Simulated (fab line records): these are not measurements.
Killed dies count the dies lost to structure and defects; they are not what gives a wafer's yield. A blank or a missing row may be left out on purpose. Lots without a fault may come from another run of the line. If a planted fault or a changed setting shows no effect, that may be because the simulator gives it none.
Matching of chambers :: flow n5 finfet :: N5_MIM_TOP_LITHO_DESCUM_10 on rie diel-01: 4 sister chambers
The step chemistry O2, time 7.9 s. 4 wafers are shown with their chamber, then 7 later ones without.

EACH WAFER AND ITS CHAMBER
wafer: L082.4
chamber: 1
throttle valve pct (%): 20.98

wafer: L089.6
chamber: 3
throttle valve pct (%): 20.71

wafer: L095.1
chamber: 0
throttle valve pct (%): 20.27

wafer: L095.2
chamber: 2
throttle valve pct (%): 20.53

WAFERS WITH NO CHAMBER GIVEN
wafer: L095.3
throttle valve pct (%): 20.72

wafer: L094.2
throttle valve pct (%): 20.73

wafer: L094.4
throttle valve pct (%): 20.99

wafer: L094.5
throttle valve pct (%): 20.29

wafer: L097.1
throttle valve pct (%): 20.98

wafer: L097.3
throttle valve pct (%): 20.72

wafer: L097.6
throttle valve pct (%): 20.72

WHICH CHAMBER EACH ONE RAN IN
wafer: L095.3
from the rows above: 3
in truth: 3

wafer: L094.2
from the rows above: 3
in truth: 3

wafer: L094.4
from the rows above: 1
in truth: 1

wafer: L094.5
from the rows above: 0
in truth: 0

wafer: L097.1
from the rows above: 1
in truth: 1

wafer: L097.3
from the rows above: 3
in truth: 3

wafer: L097.6
from the rows above: 3
in truth: 3
Correct placement for 7 of the 7. Not placeable from these rows: 0. Placed wrongly: 0.
How it was worked out, from the rows above alone: a wafer's distance from a chamber is the root of the sum, over the readings, of the square of ((its reading less the chamber's mean) divided by the reading's scatter). If the next closest chamber is less than 2 further off than the closest, the wafer can't be placed; otherwise it belongs to the closest. Each chamber's mean is taken over the wafers shown for it. The scatter: root of mean squared gap, hidden wafer to nearest shown wafer, with one shown wafer a chamber.
